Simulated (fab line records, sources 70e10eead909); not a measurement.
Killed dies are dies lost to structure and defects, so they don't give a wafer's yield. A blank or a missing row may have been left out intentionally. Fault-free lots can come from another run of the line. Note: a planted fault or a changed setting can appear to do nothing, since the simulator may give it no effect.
Which of the tools did it? + flow nand_harc + 38 wafers from 13 lots sampled at 5 of the route's 1302 steps

WHAT THE GAUGES SHOWED, per wafer
NHARC_A_CHANNEL_HOLE_D1_INSPECT_40. Usual: 76 for raw_defect_count, sd 28.
| lot  | measured     | on                | raw_defect_count | flag |
|------|--------------|-------------------|------------------|------|
| L259 | day 9 00:10  | defect_inspect-02 | 79 74 92         |      |
| L260 | day 9 00:55  | defect_inspect-02 | 33 43 38         |      |
| L261 | day 9 08:56  | defect_inspect-02 | 45 49 73         |      |
| L262 | day 10 04:23 | defect_inspect-02 | 88 93 88         |      |
| L264 | day 10 21:20 | defect_inspect-02 | 40 27 39         |      |
| L266 | day 11 13:25 | defect_inspect-02 | 93 98 87         |      |
| L265 | day 11 15:55 | defect_inspect-02 | 47 49 41         |      |
| L267 | day 12 08:52 | defect_inspect-02 | 74 77 94         |      |
| L270 | day 13 20:37 | defect_inspect-01 | 52 47 54         |      |
| L271 | day 13 20:51 | defect_inspect-01 | 87 102 92        |      |
| L274 | day 15 13:46 | defect_inspect-01 | 99 110 108       |      |
| L275 | day 15 13:26 | defect_inspect-02 | 59 49            |      |
| L278 | day 17 00:46 | defect_inspect-02 | 88 53 69         |      |

NHARC_END_SORT_01. Usual: killed_at_array 56, standard deviation 17; killed_at_other 0.9, standard deviation 1.2; killed_at_periphery 3.9, standard deviation 2.5; killed_dies 61, standard deviation 17; killed_open 3.2, standard deviation 1.8; killed_short 2.7, standard deviation 1.7.
| lot  | measured     | on        | killed_at_array | killed_at_other | killed_at_periphery | killed_dies | killed_open | killed_short | flag |
|------|--------------|-----------|-----------------|-----------------|---------------------|-------------|-------------|--------------|------|
| L259 | day 25 09:36 | prober-02 | 60 66 64        | 2 1 3           | 5 1 4               | 67 68 71    | 3 2 2       | 7 0 3        |      |
| L260 | day 24 20:31 | prober-01 | 28 46 35        | 2 2 0           | 0 3 2               | 30 51 37    | 3 4 1       | 1 3 2        |      |
| L261 | day 25 01:47 | prober-02 | 50 49 43        | 0 0 0           | 1 3 2               | 51 52 45    | 4 4 2       | 2 2 2        |      |
| L262 | day 25 18:27 | prober-01 | 62 79 71        | 2 5 4           | 4 5 6               | 68 89 81    | 2 5 3       | 2 1 2        |      |
| L264 | day 26 18:23 | prober-01 | 41 50 30        | 0 0 2           | 2 2 2               | 43 52 34    | 3 1 1       | 2 4 1        |      |
| L266 | day 27 08:07 | prober-01 | 59 63 60        | 0 0 0           | 3 3 4               | 62 66 64    | 4 5 6       | 2 2 4        |      |
| L265 | day 27 08:07 | prober-02 | 51 46 51        | 0 1 0           | 13 6 7              | 64 53 58    | 3 2 2       | 4 0 2        |      |
| L267 | day 27 21:49 | prober-02 | 65 76 74        | 0 0 0           | 4 3 7               | 69 79 81    | 7 2 2       | 2 3 3        |      |
| L270 | day 29 09:58 | prober-01 | 48 61 43        | 0 1 0           | 2 7 9               | 50 69 52    | 3 4 3       | 6 3 0        |      |
| L271 | day 29 14:43 | prober-02 | 48 59 60        | 0 0 1           | 2 6 7               | 50 65 68    | 0 3 7       | 1 1 0        |      |
| L274 | day 31 12:11 | prober-01 | 68 74 69        | 1 3 3           | 4 3 7               | 73 80 79    | 3 2 5       | 4 3 3        |      |
| L275 | day 30 17:47 | prober-01 | 29 40           | 0 0             | 4 6                 | 33 46       | 3 4         | 3 3          |      |
| L278 | day 32 08:11 | prober-01 | 64 52 43        | 1 0 2           | 1 1 4               | 66 53 49    | 2 5 5       | 2 1 4        |      |

WHICH TOOL RAN EACH LOT (tool, then ch and the chambers of the sampled wafers, then the start)
| lot  | NHARC_A_CHANNEL_HOLE_D1_ETCH_23  | NHARC_A_CHANNEL_FILL_D1_ALD_02   | NHARC_A_CHANNEL_FILL_D1_ALD_14   |
|------|----------------------------------|----------------------------------|----------------------------------|
| L259 | har_etch-02 ch 0,1, day 8 19:54  | ald_hk-04 ch 0,1,3, day 9 00:22  | ald_hk-04 ch 0,2,3, day 9 07:26  |
| L260 | har_etch-01 ch 0,1, day 8 20:38  | ald_hk-04 ch 0,1, day 9 01:07    | ald_hk-03 ch 0,1,3, day 9 07:26  |
| L261 | har_etch-01 ch 1, day 9 04:47    | ald_hk-04 ch 1,2,3, day 9 09:16  | ald_hk-03 ch 1,2,3, day 9 16:08  |
| L262 | har_etch-02 ch 1, day 10 00:11   | ald_hk-01 ch 0,2, day 10 04:34   | ald_hk-01 ch 0,2, day 10 11:36   |
| L264 | har_etch-01 ch 0,1, day 10 17:09 | ald_hk-04 ch 0,1, day 10 21:36   | ald_hk-03 ch 0,1,2, day 11 04:49 |
| L266 | har_etch-02 ch 0,1, day 11 08:59 | ald_hk-01 ch 1,2, day 11 13:37   | ald_hk-01 ch 0,2,3, day 11 22:32 |
| L265 | har_etch-01 ch 0, day 11 11:39   | ald_hk-03 ch 0,2,3, day 11 16:06 | ald_hk-01 ch 0,1,3, day 12 02:11 |
| L267 | har_etch-02 ch 0,1, day 12 04:43 | ald_hk-04 ch 0,3, day 12 09:04   | ald_hk-01 ch 2,3, day 12 16:05   |
| L270 | har_etch-01 ch 0,1, day 13 16:33 | ald_hk-03 ch 0,1,3, day 13 20:53 | ald_hk-01 ch 0,1,3, day 14 03:50 |
| L271 | har_etch-02 ch 0,1, day 13 16:55 | ald_hk-04 ch 1,2, day 13 21:03   | ald_hk-03 ch 2,3, day 14 03:47   |
| L274 | har_etch-02 ch 0,1, day 15 09:29 | ald_hk-01 ch 0,1,3, day 15 14:00 | ald_hk-03 ch 0,3, day 15 20:41   |
| L275 | har_etch-01 ch 0,1, day 15 09:37 | ald_hk-04 ch 0,3, day 15 13:55   | ald_hk-04 ch 0,1, day 15 20:50   |
| L278 | har_etch-01 ch 0,1, day 16 20:31 | ald_hk-04 ch 1,2,3, day 17 04:15 | ald_hk-04 ch 1,2, day 17 11:12   |
- NHARC_A_CHANNEL_HOLE_D1_ETCH_23: etches the open film in C4F8/O2/Ar, time 819 s, target depth 1600 nm.
- NHARC_A_CHANNEL_FILL_D1_ALD_02: deposits SiO2, target thk 6 nm, pulse time 10 s, ald cycles 60.
- NHARC_A_CHANNEL_FILL_D1_ALD_14: deposits SiO2, target thk 2.5 nm, pulse time 10 s, ald cycles 25.

WHAT THE TOOLS THEMSELVES READ (means of the sampled wafers that have a number; where no wafer has one, the mark that the record gives instead)
NHARC_A_CHANNEL_HOLE_D1_ETCH_23. Usual: drypump_motor_current_A 6.01 A, standard deviation 0.1; mfc_ar_sccm 374.8 sccm, standard deviation 1.2; showerhead_plenum_p_Torr 3.69 Torr, standard deviation 0.14; throttle_valve_pct 32.155 %, standard deviation 0.0096.
| lot  | tool        | drypump_motor_current_A (A) | mfc_ar_sccm (sccm) | showerhead_plenum_p_Torr (Torr) | throttle_valve_pct (%) | flag |
|------|-------------|-----------------------------|--------------------|---------------------------------|------------------------|------|
| L259 | har_etch-02 | 6.08                        | 374.9              | 3.66                            | 32.143                 |      |
| L260 | har_etch-01 | 5.94                        | 375.3              | 3.73                            | 32.148                 |      |
| L261 | har_etch-01 | 5.86                        | 375.7              | 3.73                            | 32.150                 |      |
| L262 | har_etch-02 | 6.05                        | 374.0              | 3.42                            | 32.159                 |      |
| L264 | har_etch-01 | 5.89                        | 375.3              | 3.72                            | 32.144                 |      |
| L266 | har_etch-02 | 6.08                        | 374.2              | 3.52                            | 32.161                 |      |
| L265 | har_etch-01 | 5.97                        | 374.9              | 3.71                            | 32.165                 |      |
| L267 | har_etch-02 | 6.06                        | 374.8              | 3.52                            | 32.148                 |      |
| L270 | har_etch-01 | 5.92                        | 375.2              | 3.70                            | 32.164                 |      |
| L271 | har_etch-02 | 6.08                        | 375.0              | 3.50                            | 32.157                 |      |
| L274 | har_etch-02 | 6.08                        | 374.7              | 3.86                            | 32.148                 |      |
| L275 | har_etch-01 | 5.95                        | 373.5              | 3.69                            | 32.160                 |      |
| L278 | har_etch-01 | 5.88                        | 374.7              | 3.67                            | 32.150                 |      |

NHARC_A_CHANNEL_FILL_D1_ALD_02. Usual: heater_power_w 469 W, standard deviation 46; precursor_pulse_height_rel 0.999, standard deviation 0.021.
| lot  | tool      | heater_power_w (W) | precursor_pulse_height_rel | flag |
|------|-----------|--------------------|----------------------------|------|
| L259 | ald_hk-04 | 478                | 1.004                      |      |
| L260 | ald_hk-04 | 491                | 0.982                      |      |
| L261 | ald_hk-04 | 443                | 0.989                      |      |
| L262 | ald_hk-01 | 490                | 0.992                      |      |
| L264 | ald_hk-04 | 485                | 1.027                      |      |
| L266 | ald_hk-01 | 431                | 1.024                      |      |
| L265 | ald_hk-03 | 440                | 0.991                      |      |
| L267 | ald_hk-04 | 487                | 0.999                      |      |
| L270 | ald_hk-03 | 478                | 1.000                      |      |
| L271 | ald_hk-04 | 468                | 0.999                      |      |
| L274 | ald_hk-01 | 453                | 1.003                      |      |
| L275 | ald_hk-04 | 488                | 0.993                      |      |
| L278 | ald_hk-04 | 459                | 1.003                      |      |

NHARC_A_CHANNEL_FILL_D1_ALD_14. Usual: heater_power_w 464 W, standard deviation 46; precursor_pulse_height_rel 1.003, standard deviation 0.021.
| lot  | tool      | heater_power_w (W) | precursor_pulse_height_rel | flag |
|------|-----------|--------------------|----------------------------|------|
| L259 | ald_hk-04 | 447                | 1.001                      |      |
| L260 | ald_hk-03 | 481                | 0.999                      |      |
| L261 | ald_hk-03 | 472                | 1.008                      |      |
| L262 | ald_hk-01 | 457                | 1.007                      |      |
| L264 | ald_hk-03 | 471                | 1.010                      |      |
| L266 | ald_hk-01 | 490                | 1.003                      |      |
| L265 | ald_hk-01 | 436                | 1.009                      |      |
| L267 | ald_hk-01 | 511                | 1.008                      |      |
| L270 | ald_hk-01 | 443                | 1.028                      |      |
| L271 | ald_hk-03 | 413                | 1.032                      |      |
| L274 | ald_hk-03 | 461                | 0.996                      |      |
| L275 | ald_hk-04 | 508                | 1.015                      |      |
| L278 | ald_hk-04 | 468                | 0.998                      |      |

THE ANSWER, worked out from the rows above alone
Rule: lot off if the mean of its wafers having a number is beyond 3 standard deviations from the usual mean. Also off: a lot with no number at a reading for which 4 or more lots have one. Where the step has rows for the other lots, those lots are counted as sound. The gauges are gone through in route order, then the tools' own readings, and for those a lot's mean is taken as printed above. The first step at which some lot is off is used, and at that step the reading that is off furthest; a lot without a number counts as furthest.
Across all readings shown, no lot is off: no conclusion can be drawn from this.

WHAT WAS PUT IN BY THE SIMULATOR
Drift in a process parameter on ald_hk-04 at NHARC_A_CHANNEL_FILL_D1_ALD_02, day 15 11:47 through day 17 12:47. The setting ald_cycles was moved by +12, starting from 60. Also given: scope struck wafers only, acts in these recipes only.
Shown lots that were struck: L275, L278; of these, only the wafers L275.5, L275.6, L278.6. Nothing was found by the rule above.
